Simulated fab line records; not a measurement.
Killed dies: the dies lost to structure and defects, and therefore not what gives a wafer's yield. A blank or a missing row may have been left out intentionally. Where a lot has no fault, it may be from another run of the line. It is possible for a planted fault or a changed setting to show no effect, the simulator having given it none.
fab line records	flow nand-harc
[record] lots = 24	wafers = 72	last-day = 33
route steps=1302 shown A_SGD_CUT@916 A_SLIT@943 A_SIN_REMOVE@951 A_WL_FILL@958
lots with no fault: from the same line, run without faults
start-h: the number of hours between the record's first day and the start of the first shown wafer of the lot	wait-h: hours elapsed since this lot's preceding step	" the same as in the row above	L1.1+2: a row that stands for several wafers	- no value, or no start given	* or withheld: withheld	< > ~ a bound
route shown NAME@n: names a module that has steps shown in the file, with the first one's number in the route	usual: mean/standard deviation of fault-free wafers	same: alike in all rows	chamber/n: place in a boat	sites: readings site by site	_std_site: the standard deviation of these	_edge_site: the outer-site mean with the inner-site mean subtracted	radius-mm: for every site, how far away it sits from the centre of the wafer	mask NAME#n: copy n	behind: the most recent tool/chamber to have shaped the wafer	hold: why the lot was held/for how many hours/how that ended	device: names the non-switching transistor (n, p or np)	end of line: the route-end tests of the same wafers	a step given without rows: its recipe and nothing more	killed: at the first sort, the dies lost to defects and structure; wafer yield is something else	map: per-die view of a wafer (x killed, . not killed, _ where there is no die)
set.NAME: setting as actually run; set.NAME@STEP: the setting as run at that earlier step	model.NAME: the simulator's own value behind a step, which no gauge read
the route's steps for a sample of lots (tables are steps, rows are wafers)
services: the hour from which a tool's chamber was out of use, counted from the record's first day as start-h (under 0 if before that day), plus the number of hours and why
[[steps]]
[step NHARC_A_SGD_CUT_THK_MEAS_22]
[recipe] thk-meas-gauge = ellipsometry
[usual] thk-nm = 148.6/1.4
lot.wafer	tool	chamber	start-h	wait-h	thk-nm
L074.2	film-metro-01	-	443.62	0.2	147.3
L074.5	"	-	"	"	149.7
L074.6	"	-	"	"	149.0
L077.1	film-metro-01	-	463.81	0.2	147.9
L077.2	"	-	"	"	149.4
L077.5	"	-	"	"	149.0
L076.1	film-metro-02	-	463.82	0.2	149.2
L076.2	"	-	"	"	146.7
L076.6	"	-	"	"	148.3
L078.2	film-metro-02	-	477.67	0.2	146.9
L078.3	"	-	"	"	148.9
L078.6	"	-	"	"	148.3
L079.3	film-metro-01	-	491.73	0.2	146.5
L079.4	"	-	"	"	148.0
L079.5	"	-	"	"	149.5
L075.1	film-metro-02	-	517.71	0.2	150.2
L075.2	"	-	"	"	150.0
L075.3	"	-	"	"	148.6
L081.2	film-metro-01	-	517.72	0.2	146.7
L081.3	"	-	"	"	147.7
L081.5	"	-	"	"	149.3
L082.1	film-metro-02	-	527.51	0.2	149.1
L082.2	"	-	"	"	149.2
L082.4	"	-	"	"	148.7
L080.1	film-metro-01	-	527.51	0.2	149.2
L080.3	"	-	"	"	150.3
L080.5	"	-	"	"	151.2
L083.1	film-metro-02	-	537.12	0.2	149.4
L083.2	"	-	"	"	148.4
L083.6	"	-	"	"	149.1
L084.1	film-metro-01	-	537.13	0.2	148.8
L084.2	"	-	"	"	150.0
L084.6	"	-	"	"	147.4
L085.1	film-metro-02	-	554.88	0.2	148.7
L085.3	"	-	"	"	150.6
L085.6	"	-	"	"	148.4
L086.1	film-metro-01	-	563.30	0.2	147.7
L086.3	"	-	"	"	148.4
L086.5	"	-	"	"	149.3
L087.1	film-metro-02	-	580.16	0.2	146.5
L087.4	"	-	"	"	147.9
L087.6	"	-	"	"	147.5
L088.1	film-metro-02	-	589.57	0.2	149.5
L088.5	"	-	"	"	152.4
L088.6	"	-	"	"	149.9
L089.1	film-metro-01	-	589.57	0.2	149.0
L089.4	"	-	"	"	149.4
L089.5	"	-	"	"	149.9
L090.1	film-metro-02	-	589.59	0.2	148.4
L090.3	"	-	"	"	149.7
L090.6	"	-	"	"	147.6
L092.2	film-metro-02	-	603.41	0.2	146.8
L092.3	"	-	"	"	146.5
L092.4	"	-	"	"	148.8
L091.2	film-metro-01	-	603.41	0.2	147.2
L091.4	"	-	"	"	147.6
L091.6	"	-	"	"	149.5
L093.3	film-metro-01	-	628.01	0.2	146.0
L093.5	"	-	"	"	148.6
L093.6	"	-	"	"	149.4
L095.1	film-metro-02	-	658.81	0.2	147.2
L095.5	"	-	"	"	147.4
L095.6	"	-	"	"	147.7
L094.1	film-metro-01	-	658.81	0.2	148.1
L094.4	"	-	"	"	147.5
L094.5	"	-	"	"	149.4
L096.1	film-metro-02	-	658.81	0.2	148.1
L096.3	"	-	"	"	149.4
L096.5	"	-	"	"	146.9
L097.1	film-metro-01	-	673.45	0.2	149.5
L097.3	"	-	"	"	146.7
L097.6	"	-	"	"	148.2
[step NHARC_A_SGD_CUT_ETCHBACK_24]
[recipe] target-depth-a = 500	over-etch-frac = 0.3	time-s = 92.857	ion-energy-ev = 120	ch3f-flow-sccm = 50	o2-flow-sccm = 30	ar-flow-sccm = 200	rf-w = 500	bias-w = 100	chemistry = CH3F/O2
[usual] drypump-motor-current-A = 5.8/0.43	o2-flow-sccm = 30.00/0.082	oes-product-au = 0.96/0.037	rf-vpp-V = 244.5/1.6	showerhead-plenum-p-Torr = 2.47/0.1	throttle-valve-pct = 20.663/0.0098
lot.wafer	tool	chamber	start-h	wait-h	drypump-motor-current-A	o2-flow-sccm	oes-product-au	rf-hours-counter-h	rf-vpp-V	showerhead-plenum-p-Torr	throttle-valve-pct
L074.2	rie-diel-05	2	443.88	0.2	6.4	30.09	0.91	2	242.9	2.37	20.653
L074.6	"	0	"	"	5.2	30.07	0.91	-	244.7	2.49	20.654
L074.5	"	1	"	"	5.7	30.03	0.92	-	246.1	2.58	20.655
L076.2	rie-diel-01	0	464.05	0.1	5.2	30.12	0.93	4	245.2	2.46	20.670
L076.1	"	1	"	"	5.3	30.02	0.93	4	249.4	2.64	20.666
L076.6	"	0	"	"	5.1	29.89	0.93	-	244.4	2.46	20.661
L077.1	rie-diel-07	1	464.09	0.1	5.8	29.96	0.99	7	242.6	2.34	20.653
L077.2	"	0	"	"	6.0	30.09	0.99	6	242.3	2.35	20.660
L077.5	"	2	"	"	6.6	30.06	1.01	-	246.0	2.49	20.657
L078.2	rie-diel-05	0	477.91	0.2	5.2	30.08	0.92	5	245.1	2.48	20.654
L078.3	"	2	"	"	6.4	29.97	0.92	5	243.8	2.37	20.654
L078.6	"	3	"	"	6.0	30.06	0.93	-	245.8	2.55	20.669
L079.4	rie-diel-07	0	491.97	0.2	6.0	29.84	1.01	1	243.2	2.35	20.653
L079.3	"	1	"	"	5.8	30.10	1.01	1	241.6	2.34	20.666
L079.5	"	0	"	"	6.0	29.78	1.00	-	242.7	2.35	20.668
L081.3	rie-diel-07	1	517.94	0.1	5.7	29.96	1.00	2	242.7	2.34	20.666
L081.2	"	0	"	"	6.0	30.00	0.99	2	243.3	2.35	20.667
L081.5	"	0	"	"	6.0	30.04	0.99	-	242.5	2.35	20.675
L075.3	rie-diel-01	3	517.95	0.2	6.0	30.17	0.92	9	244.4	2.49	20.660
L075.1	"	0	"	"	5.1	29.99	0.93	8	245.3	2.46	20.659
L075.2	"	1	"	"	5.3	29.98	0.93	8	246.9	2.64	20.671
L080.3	rie-diel-07	0	527.73	0.1	6.0	29.88	1.00	2	244.4	2.35	20.661
L080.1	"	2	"	"	6.5	30.02	1.00	2	244.1	2.49	20.658
L080.5	"	1	"	"	5.8	29.96	1.01	-	242.6	2.34	20.656
L082.4	rie-diel-01	2	527.73	0.2	5.6	29.99	0.93	9	245.5	2.57	20.669
L082.2	"	3	"	"	6.0	30.05	0.93	10	244.2	2.49	20.666
L082.1	"	1	"	"	5.3	29.96	0.94	8	247.7	2.63	20.660
L083.1	rie-diel-05	1	537.36	0.2	5.7	30.02	0.91	10	247.3	2.57	20.680
L083.2	"	3	"	"	6.0	29.92	0.93	10	246.1	2.55	20.674
L083.6	"	1	"	"	5.7	30.03	0.91	-	245.8	2.58	20.662
L084.2	rie-diel-01	1	537.36	0.2	5.3	29.97	0.93	9	246.5	2.63	20.670
L084.1	"	2	"	"	5.6	29.97	0.93	10	246.7	2.57	20.660
L084.6	"	1	"	"	5.3	30.09	0.94	-	247.5	2.64	20.663
L085.1	rie-diel-01	3	555.13	0.2	6.0	29.97	0.92	12	245.3	2.49	20.669
L085.3	"	0	"	"	5.1	30.07	0.93	10	244.6	2.46	20.671
L085.6	"	2	"	"	5.6	29.98	0.93	-	245.0	2.57	20.656
L086.1	rie-diel-07	1	563.52	0.1	5.8	30.00	1.00	5	242.1	2.34	20.671
L086.3	"	1	"	"	5.8	30.23	1.01	-	245.0	2.34	20.663
L086.5	"	1	"	"	5.8	30.09	1.02	-	242.0	2.34	20.641
L087.4	rie-diel-01	2	580.38	0.1	5.6	29.97	1.01	0	244.9	2.57	20.671
L087.1	"	1	"	"	5.3	29.93	1.01	0	246.1	2.63	20.665
L087.6	"	2	"	"	5.6	30.08	1.00	-	243.9	2.57	20.657
L089.1	rie-diel-01	3	589.79	0.2	6.0	30.04	0.99	1	244.7	2.49	20.674
L089.4	"	1	"	"	5.3	30.08	0.99	1	247.8	2.63	20.661
L089.5	"	3	"	"	5.9	29.97	0.98	-	243.7	2.49	20.659
L088.1	rie-diel-07	3	589.81	0.2	6.2	30.00	1.00	3	242.9	2.32	20.656
L088.5	"	3	"	"	6.2	29.93	1.00	-	243.2	2.32	20.665
L088.6	"	1	"	"	5.7	29.96	1.00	-	242.5	2.34	20.661
L090.3	rie-diel-01	1	589.89	0.2	5.3	30.02	0.95	1	247.0	2.63	20.672
L090.1	"	3	"	"	6.0	30.03	0.93	1	244.5	2.48	20.631
L090.6	"	0	"	"	5.2	29.88	0.94	-	243.8	2.46	20.650
L092.4	rie-diel-01	3	603.63	0.1	6.0	30.13	0.93	2	245.9	2.48	20.668
L092.3	"	1	"	"	5.3	29.85	0.92	2	246.9	2.63	20.676
L092.2	"	2	"	"	5.6	30.12	0.94	2	244.7	2.57	20.652
L091.2	rie-diel-07	3	603.63	0.1	6.3	30.07	0.92	4	244.0	2.32	20.679
L091.6	"	3	"	"	6.3	29.94	0.94	-	242.9	2.32	20.675
L091.4	"	1	"	"	5.8	29.97	0.93	-	242.7	2.33	20.653
L093.3	rie-diel-07	1	628.23	0.2	5.8	29.97	0.93	9	242.9	2.33	20.660
L093.6	"	1	"	"	5.8	29.86	0.93	-	241.4	2.33	20.666
L093.5	"	2	"	"	6.6	30.02	0.92	-	244.0	2.49	20.661
L095.1	rie-diel-07	3	659.03	0.1	6.3	30.11	1.02	0	241.8	2.32	20.649
L095.6	"	3	"	"	6.3	30.06	1.02	-	244.0	2.32	20.672
L095.5	"	0	"	"	6.0	29.97	1.00	-	243.0	2.35	20.674
L096.3	rie-diel-05	1	659.04	0.1	5.7	30.07	1.00	6	246.0	2.57	20.656
L096.1	"	0	"	"	5.2	29.98	0.99	6	245.2	2.48	20.652
L096.5	"	1	"	"	5.7	30.04	1.00	-	245.3	2.57	20.655
L094.1	rie-diel-01	1	659.06	0.2	5.3	30.06	0.92	6	246.1	2.63	20.672
L094.4	"	2	"	"	5.6	29.93	0.93	6	245.8	2.56	20.668
L094.5	"	0	"	"	5.1	29.94	0.93	-	243.5	2.46	20.665
L097.1	rie-diel-05	3	673.67	0.1	6.0	29.86	0.98	8	246.2	2.54	20.668
L097.3	"	1	"	"	5.7	30.01	0.99	8	244.3	2.57	20.684
L097.6	"	3	"	"	6.0	30.02	0.98	-	245.1	2.54	20.654
[step NHARC_A_SLIT_STRIP_18]
[recipe] o2-flow-sccm = 500	ar-flow-sccm = 0	bias-w = 0	chemistry = O2
[usual] drypump-motor-current-A = 5.9/0.43	o2-flow-sccm = 499.9/1.5	oes-product-au = 0.998/0.01	rf-vpp-V = 57.8/0.84	showerhead-plenum-p-Torr = 3.58/0.11	throttle-valve-pct = 17.037/0.0086
lot.wafer	tool	chamber	start-h	wait-h	drypump-motor-current-A	o2-flow-sccm	oes-product-au	rf-hours-counter-h	rf-vpp-V	showerhead-plenum-p-Torr	throttle-valve-pct
L074.2	rie-diel-02	0	-	-	6.0	499.3	1.008	2.6	58.0	3.70	17.031
L074.6	"	2	"	"	6.1	497.4	1.013	-	58.8	3.68	17.026
L074.5	"	3	"	"	6.1	501.5	1.015	-	57.4	3.57	17.038
L076.1	rie-diel-04	0	-	-	6.0	500.5	0.999	5.8	58.2	3.73	17.040
L076.2	"	2	"	"	6.5	498.7	1.003	6.3	56.5	3.52	17.036
L076.6	"	0	"	"	6.0	501.0	1.003	-	57.9	3.73	17.045
L077.1	rie-diel-02	3	-	-	6.2	498.5	1.015	4.7	57.8	3.57	17.042
L077.2	"	1	"	"	6.1	501.1	0.987	4.7	56.8	3.54	17.040
L077.5	"	0	"	"	6.0	499.2	1.004	-	56.6	3.70	17.031
L078.2	rie-diel-02	1	-	-	6.2	498.4	0.991	5.1	58.7	3.54	17.058
L078.3	"	2	"	"	6.1	499.3	1.003	5.2	58.3	3.68	17.030
L078.6	"	0	"	"	6.1	499.9	1.004	-	58.0	3.70	17.050
L079.3	rie-diel-04	1	-	-	4.9	500.9	1.002	6.6	56.8	3.45	17.054
L079.4	"	2	"	"	6.5	500.0	1.000	7.3	57.8	3.51	17.043
L079.5	"	0	"	"	6.1	500.5	1.002	-	58.9	3.73	17.033
L075.3	rie-diel-11	2	-	-	5.7	500.0	0.992	5.8	55.9	3.62	17.034
L075.1	"	3	"	"	6.5	498.4	0.999	5.3	57.2	3.47	17.044
L075.2	"	1	"	"	5.2	499.2	0.993	5.5	57.3	3.61	17.018
L081.3	rie-diel-02	0	-	-	6.0	499.1	1.005	7.3	58.0	3.69	17.036
L081.2	"	3	"	"	6.2	500.5	1.018	6.8	58.3	3.56	17.016
L081.5	"	1	"	"	6.1	501.0	1.007	-	57.9	3.54	17.019
L082.2	rie-diel-11	2	-	-	5.8	499.9	0.990	7.1	56.8	3.61	17.035
L082.1	"	3	"	"	6.5	500.6	0.981	6.5	57.7	3.47	17.033
L082.4	"	0	"	"	5.7	499.4	0.999	5.8	56.8	3.40	17.034
L080.1	rie-diel-02	2	-	-	6.1	498.5	1.007	8.1	58.4	3.67	17.046
L080.3	"	3	"	"	6.1	499.6	1.011	7.4	56.5	3.57	17.044
L080.5	"	0	"	"	6.1	497.3	1.003	-	58.8	3.69	17.033
L083.1	rie-diel-02	0	-	-	6.1	498.2	1.007	9.3	59.7	3.69	17.023
L083.2	"	3	"	"	6.2	499.3	1.009	9.2	57.7	3.56	17.028
L083.6	"	1	"	"	6.1	499.4	1.011	-	57.9	3.54	17.041
L084.1	rie-diel-11	3	-	-	6.4	498.0	0.990	6.7	57.0	3.47	17.032
L084.2	"	0	"	"	5.7	499.7	0.999	6.0	57.4	3.40	17.031
L084.6	"	0	"	"	5.7	500.7	0.997	-	57.0	3.40	17.032
L085.1	rie-diel-04	1	-	-	4.9	498.9	0.987	2.0	57.6	3.45	17.038
L085.3	"	2	"	"	6.5	500.5	0.974	1.3	57.8	3.51	17.047
L085.6	"	1	"	"	4.9	501.1	0.990	-	58.4	3.45	17.054
L086.1	rie-diel-11	2	-	-	5.7	499.9	0.987	9.3	57.0	3.61	17.033
L086.3	"	3	"	"	6.5	498.6	0.994	8.9	57.3	3.47	17.031
L086.5	"	3	"	"	6.5	499.2	0.998	-	58.2	3.47	17.037
L087.1	rie-diel-11	1	-	-	5.2	498.8	1.003	8.8	58.7	3.60	17.039
L087.4	"	0	"	"	5.7	500.7	0.999	8.5	57.0	3.40	17.032
L087.6	"	1	"	"	5.1	498.9	0.992	-	59.3	3.60	17.040
L089.4	rie-diel-11	2	-	-	5.7	501.0	0.992	10.0	58.5	3.61	17.039
L089.1	"	0	"	"	5.7	503.0	0.996	8.7	56.6	3.40	17.034
L089.5	"	3	"	"	6.4	501.3	0.993	-	57.4	3.47	17.035
L090.1	rie-diel-04	2	-	-	6.5	498.8	0.986	3.5	57.1	3.51	17.047
L090.3	"	3	"	"	6.1	498.9	0.989	4.0	57.6	3.77	17.041
L090.6	"	1	"	"	5.0	501.2	0.984	-	57.0	3.45	17.045
L088.1	rie-diel-04	2	-	-	6.5	499.5	0.987	3.6	57.1	3.51	17.044
L088.5	"	1	"	"	4.9	499.9	0.994	-	56.8	3.45	17.042
L088.6	"	2	"	"	6.5	500.2	0.986	-	59.1	3.51	17.035
L092.3	rie-diel-02	3	-	-	6.1	498.7	1.001	3.4	58.2	3.56	17.038
L092.4	"	0	"	"	6.0	498.7	1.014	4.1	59.0	3.69	17.040
L092.2	"	1	"	"	6.1	501.5	1.008	4.1	57.8	3.54	17.045
L091.2	rie-diel-02	3	-	-	6.1	499.1	1.011	3.5	57.0	3.56	17.018
L091.4	"	0	"	"	6.1	499.7	1.005	4.2	57.9	3.69	17.036
L091.6	"	2	"	"	6.1	498.6	0.992	-	58.8	3.67	17.017
L093.3	rie-diel-11	1	-	-	5.1	500.3	0.990	0.3	56.6	3.60	17.033
L093.6	"	3	"	"	6.5	497.8	1.001	-	57.1	3.47	17.033
L093.5	"	0	"	"	5.7	501.3	1.011	-	57.7	3.40	17.023
L095.1	rie-diel-02	2	-	-	6.1	501.7	0.993	7.2	56.4	3.67	17.035
L095.6	"	1	"	"	6.1	499.2	1.012	-	56.8	3.54	17.019
L095.5	"	2	"	"	6.1	499.5	1.000	-	57.0	3.67	17.055
L094.1	rie-diel-11	1	-	-	5.2	499.0	0.988	2.6	58.3	3.60	17.045
L094.4	"	2	"	"	5.7	503.3	1.000	2.6	59.4	3.61	17.040
L094.5	"	0	"	"	5.7	500.1	1.019	-	58.0	3.39	17.041
L096.1	rie-diel-04	3	-	-	6.0	498.5	0.997	7.5	58.4	3.77	17.030
L096.3	"	1	"	"	4.9	499.6	0.993	8.1	58.5	3.45	17.034
L096.5	"	1	"	"	4.9	501.6	0.988	-	57.7	3.45	17.031
L097.1	rie-diel-11	0	-	-	5.7	502.6	1.008	3.6	57.2	3.39	17.028
L097.3	"	1	"	"	5.1	497.9	0.997	3.3	58.5	3.60	17.030
L097.6	"	3	"	"	6.4	501.4	0.997	-	55.8	3.47	17.049
[step NHARC_A_SIN_REMOVE_INSPECT_04]
[usual] raw-defect-count = 371/95
lot.wafer	tool	chamber	start-h	wait-h	raw-defect-count
L074.2	defect-inspect-01	-	462.45	0.0	577
L074.5	"	-	"	"	457
L074.6	"	-	"	"	694
L076.1	defect-inspect-01	-	482.76	0.0	247
L076.2	"	-	"	"	352
L076.6	"	-	"	"	314
L077.1	defect-inspect-02	-	482.76	0.0	288
L077.2	"	-	"	"	363
L077.5	"	-	"	"	326
L078.2	defect-inspect-01	-	496.21	0.0	352
L078.3	"	-	"	"	299
L078.6	"	-	"	"	378
L079.3	defect-inspect-01	-	510.11	0.0	334
L079.4	"	-	"	"	481
L079.5	"	-	"	"	350
L075.1	defect-inspect-02	-	536.42	0.0	335
L075.2	"	-	"	"	379
L075.3	"	-	"	"	373
L081.2	defect-inspect-01	-	536.42	0.0	216
L081.3	"	-	"	"	294
L081.5	"	-	"	"	224
L080.1	defect-inspect-02	-	545.97	0.0	492
L080.3	"	-	"	"	407
L080.5	"	-	"	"	419
L082.1	defect-inspect-01	-	545.98	0.0	424
L082.2	"	-	"	"	347
L082.4	"	-	"	"	468
L083.1	defect-inspect-02	-	555.67	0.0	381
L083.2	"	-	"	"	328
L083.6	"	-	"	"	348
L084.1	defect-inspect-01	-	558.45	0.0	326
L084.2	"	-	"	"	334
L084.6	"	-	"	"	287
L085.1	defect-inspect-01	-	579.58	0.0	421
L085.3	"	-	"	"	264
L085.6	"	-	"	"	292
L086.1	defect-inspect-01	-	586.72	0.0	383
L086.3	"	-	"	"	488
L086.5	"	-	"	"	417
L087.1	defect-inspect-01	-	601.95	0.0	248
L087.4	"	-	"	"	277
L087.6	"	-	"	"	214
L089.1	defect-inspect-02	-	609.33	0.0	453
L089.4	"	-	"	"	416
L089.5	"	-	"	"	424
L090.1	defect-inspect-02	-	614.66	0.0	259
L090.3	"	-	"	"	272
L090.6	"	-	"	"	224
L088.1	defect-inspect-01	-	614.68	0.0	532
L088.5	"	-	"	"	447
L088.6	"	-	"	"	513
L092.2	defect-inspect-01	-	621.91	0.0	317
L092.3	"	-	"	"	356
L092.4	"	-	"	"	355
L091.2	defect-inspect-02	-	621.92	0.0	494
L091.4	"	-	"	"	626
L091.6	"	-	"	"	646
L093.3	defect-inspect-02	-	646.48	0.0	352
L093.5	"	-	"	"	425
L093.6	"	-	"	"	423
L095.1	defect-inspect-01	-	677.31	0.0	328
L095.5	"	-	"	"	401
L095.6	"	-	"	"	471
L094.1	defect-inspect-01	-	679.24	0.0	348
L094.4	"	-	"	"	466
L094.5	"	-	"	"	420
L096.1	defect-inspect-01	-	681.97	0.0	306
L096.3	"	-	"	"	273
L096.5	"	-	"	"	298
L097.1	defect-inspect-01	-	691.85	0.0	385
L097.3	"	-	"	"	360
L097.6	"	-	"	"	340
[step NHARC_A_WL_FILL_ETCHBACK_05]
[recipe] target-depth-a = 220	time-s = 60	temp-c = 40	chemistry = Cl2/BCl3
[usual] drypump-motor-current-A = 5.7/0.4	oes-product-au = 1.002/0.01
lot.wafer	tool	chamber	start-h	wait-h	drypump-motor-current-A	oes-product-au	rf-hours-counter-h
L074.2	rie-metal-02	1	464.06	0.2	5.9	0.994	0.1
L074.6	"	1	"	"	5.9	0.995	-
L074.5	"	0	"	"	6.0	1.008	-
L076.2	rie-metal-03	1	484.36	0.2	5.7	0.977	2.3
L076.1	"	0	"	"	6.1	1.000	2.3
L076.6	"	0	"	"	6.1	1.004	-
L077.1	rie-metal-01	0	484.54	0.2	5.0	0.981	1.1
L077.2	"	1	"	"	5.3	1.013	1.1
L077.5	"	0	"	"	5.0	0.983	-
L078.2	rie-metal-03	0	497.81	0.2	6.1	1.001	2.7
L078.3	"	1	"	"	5.7	0.983	-
L078.6	"	1	"	"	5.7	0.991	-
L079.4	rie-metal-02	0	511.75	0.2	6.0	1.008	-
L079.3	"	1	"	"	5.8	0.986	-
L079.5	"	0	"	"	6.0	1.009	-
L075.1	rie-metal-02	0	538.01	0.2	6.0	1.014	1.3
L075.2	"	1	"	"	5.9	0.993	1.3
L075.3	"	1	"	"	5.9	0.988	-
L081.2	rie-metal-01	0	538.20	0.2	5.0	0.998	1.7
L081.3	"	1	"	"	5.4	1.010	-
L081.5	"	0	"	"	5.0	0.996	-
L082.1	rie-metal-03	1	547.72	0.2	5.7	0.990	0.4
L082.2	"	0	"	"	6.1	1.000	0.4
L082.4	"	1	"	"	5.7	0.993	-
L080.1	rie-metal-02	0	548.03	0.2	6.0	1.017	1.6
L080.3	"	0	"	"	6.0	1.007	-
L080.5	"	1	"	"	5.9	1.002	-
L083.2	rie-metal-01	0	557.40	0.2	5.0	0.992	2.0
L083.1	"	1	"	"	5.3	1.006	2.0
L083.6	"	0	"	"	5.0	0.996	-
L084.2	rie-metal-01	1	560.05	0.2	5.4	1.014	2.2
L084.1	"	0	"	"	5.0	1.000	2.2
L084.6	"	0	"	"	5.0	1.004	-
L085.1	rie-metal-02	0	581.25	0.2	6.0	1.017	2.3
L085.3	"	1	"	"	5.9	0.992	-
L085.6	"	1	"	"	5.9	0.991	-
L086.1	rie-metal-01	1	588.40	0.2	5.4	0.998	0.1
L086.3	"	1	"	"	5.4	0.996	-
L086.5	"	1	"	"	5.3	1.000	-
L087.1	rie-metal-02	1	603.73	0.2	5.9	1.002	2.6
L087.4	"	1	"	"	5.9	1.001	-
L087.6	"	0	"	"	6.0	1.031	-
L089.1	rie-metal-01	1	610.94	0.2	5.4	0.997	0.6
L089.4	"	1	"	"	5.4	0.981	-
L089.5	"	0	"	"	5.0	1.002	-
L090.1	rie-metal-02	1	616.25	0.2	5.9	0.987	2.8
L090.3	"	0	"	"	6.0	1.012	-
L090.6	"	1	"	"	5.9	0.982	-
L088.1	rie-metal-01	0	616.47	0.2	5.0	1.001	0.8
L088.5	"	1	"	"	5.3	0.997	-
L088.6	"	0	"	"	5.0	0.998	-
L092.2	rie-metal-03	1	624.23	0.2	5.7	0.996	1.3
L092.4	"	1	"	"	5.7	1.009	-
L092.3	"	0	"	"	6.2	1.011	-
L091.2	rie-metal-02	1	624.43	0.2	5.8	0.998	3.0
L091.4	"	0	"	"	6.0	1.017	-
L091.6	"	1	"	"	5.8	0.990	-
L093.3	rie-metal-02	1	648.32	0.2	5.9	1.010	-
L093.5	"	0	"	"	6.0	1.018	-
L093.6	"	1	"	"	5.9	1.004	-
L095.1	rie-metal-03	0	678.99	0.2	6.1	1.001	2.2
L095.6	"	1	"	"	5.7	1.001	-
L095.5	"	0	"	"	6.1	0.998	-
L094.1	rie-metal-01	0	680.93	0.2	5.0	0.995	2.0
L094.4	"	1	"	"	5.3	1.012	-
L094.5	"	0	"	"	5.0	0.995	-
L096.1	rie-metal-02	1	683.57	0.2	5.8	1.008	0.8
L096.3	"	0	"	"	6.0	1.005	-
L096.5	"	1	"	"	5.9	1.008	-
L097.1	rie-metal-03	1	693.45	0.2	5.7	1.000	2.5
L097.3	"	0	"	"	6.2	1.003	-
L097.6	"	1	"	"	5.7	0.999	-
[step NHARC_A_WL_FILL_ETCHBACK_16]
[recipe] target-depth-a = 1200	time-s = 24	c4f8-flow-sccm = withheld	o2-flow-sccm = 8	ar-flow-sccm = withheld	rf-w = 600	bias-w = 800	chemistry = C4F8/O2/Ar
[usual] oes-product-au = 0.976/0.029	rf-vpp-V = 726/3.7
lot.wafer	tool	chamber	start-h	wait-h	oes-product-au	rf-hours-counter-h	rf-vpp-V
L074.2	rie-diel-03	1	-	-	0.999	0	727
L074.6	"	3	"	"	1.005	-	728
L074.5	"	0	"	"	1.002	-	729
L076.1	rie-diel-10	1	-	-	0.990	2.0	724
L076.2	"	3	"	"	0.987	1.2	729
L076.6	"	1	"	"	0.996	-	723
L077.2	rie-diel-03	2	-	-	0.972	0.7	716
L077.1	"	3	"	"	0.979	0.9	729
L077.5	"	2	"	"	0.958	-	719
L078.2	rie-diel-08	3	-	-	0.952	3.5	723
L078.3	"	0	"	"	0.970	3.8	725
L078.6	"	2	"	"	0.969	-	729
L079.3	rie-diel-10	3	-	-	0.985	1.9	729
L079.4	"	1	"	"	0.988	2.9	722
L079.5	"	0	"	"	0.971	-	727
L081.3	rie-diel-03	2	-	-	0.999	2.7	718
L081.2	"	0	"	"	0.995	3.1	730
L081.5	"	2	"	"	0.997	-	718
L075.3	rie-diel-10	3	-	-	1.000	2.5	726
L075.1	"	0	"	"	0.974	3.6	729
L075.2	"	1	"	"	0.986	3.5	723
L080.1	rie-diel-08	1	-	-	1.007	0	725
L080.3	"	2	"	"	1.002	0	730
L080.5	"	0	"	"	1.004	-	727
L082.2	rie-diel-10	2	-	-	0.948	2.7	732
L082.4	"	0	"	"	0.949	3.6	728
L082.1	"	1	"	"	0.953	3.6	724
L083.2	rie-diel-03	0	-	-	0.991	4.5	728
L083.1	"	1	"	"	0.993	4.5	729
L083.6	"	2	"	"	0.985	-	718
L084.1	rie-diel-10	2	-	-	0.910	3.3	731
L084.2	"	0	"	"	0.902	4.0	727
L084.6	"	2	"	"	0.916	-	729
L085.1	rie-diel-10	0	-	-	0.911	4.1	728
L085.3	"	1	"	"	0.916	4.0	723
L085.6	"	1	"	"	0.916	-	724
L086.3	rie-diel-03	3	-	-	1.011	4.8	727
L086.1	"	0	"	"	0.989	5.3	729
L086.5	"	0	"	"	0.981	-	732
L087.1	rie-diel-03	2	-	-	0.920	5.3	716
L087.4	"	1	"	"	0.930	5.9	727
L087.6	"	3	"	"	0.930	-	727
L089.4	rie-diel-10	0	-	-	1.003	0.4	728
L089.1	"	1	"	"	0.989	0.3	724
L089.5	"	0	"	"	1.007	-	728
L090.3	rie-diel-03	1	-	-	0.999	6.9	727
L090.1	"	2	"	"	0.995	6.2	716
L090.6	"	1	"	"	1.004	-	729
L088.1	rie-diel-10	3	-	-	0.995	0.4	727
L088.5	"	3	"	"	0.996	-	726
L088.6	"	0	"	"	1.002	-	730
L091.4	rie-diel-08	3	-	-	0.961	2.6	723
L091.2	"	0	"	"	0.962	2.6	725
L091.6	"	3	"	"	0.968	-	722
L092.2	rie-diel-10	1	-	-	0.959	0.5	724
L092.3	"	2	"	"	0.975	0.4	732
L092.4	"	3	"	"	0.957	0.5	727
L093.3	rie-diel-08	1	-	-	0.991	3.6	725
L093.5	"	2	"	"	1.000	-	729
L093.6	"	3	"	"	1.007	-	723
L096.3	rie-diel-10	3	-	-	0.988	1.5	726
L096.1	"	0	"	"	1.001	1.5	728
L096.5	"	1	"	"	0.998	-	725
L095.1	rie-diel-03	3	-	-	0.997	1.5	728
L095.5	"	2	"	"	0.996	-	717
L095.6	"	3	"	"	0.997	-	728
L094.1	rie-diel-10	1	-	-	0.991	1.5	722
L094.4	"	3	"	"	0.992	1.5	728
L094.5	"	1	"	"	0.987	-	724
L097.3	rie-diel-08	2	-	-	0.923	5.4	729
L097.1	"	0	"	"	0.924	5.6	726
L097.6	"	1	"	"	0.932	-	725
[[services]]
tool	chamber	start-h	hours	kind
rie-diel-11	-	426.39	0.8	repair
rie-diel-11	-	432.50	9.0	pm
rie-diel-10	3	433.46	13.2	repair
rie-diel-10	-	436.22	0.7	repair
rie-metal-02	-	454.00	9.0	pm
rie-diel-02	3	460.90	2.2	repair
rie-diel-10	3	465.47	4.7	repair
rie-diel-02	3	476.12	15.2	repair
rie-diel-07	3	506.26	65.0	repair
rie-diel-10	3	535.00	4.7	repair
rie-diel-07	0	536.98	5.4	repair
rie-diel-10	2	539.60	7.2	repair
rie-diel-07	2	544.57	20.0	repair
rie-diel-07	-	545.19	0.6	repair
rie-diel-01	1	546.57	4.1	repair
rie-diel-01	-	557.80	9.0	pm
rie-diel-07	0	560.46	70.7	repair
rie-diel-02	-	570.70	9.0	pm
rie-diel-10	-	596.50	9.0	pm
rie-diel-11	3	608.05	9.4	repair
rie-diel-11	-	609.50	9.0	pm
rie-metal-02	-	631.00	9.0	pm
rie-diel-02	1	635.45	14.8	repair
rie-diel-10	0	671.68	3.9	repair
[[key]]
fault none
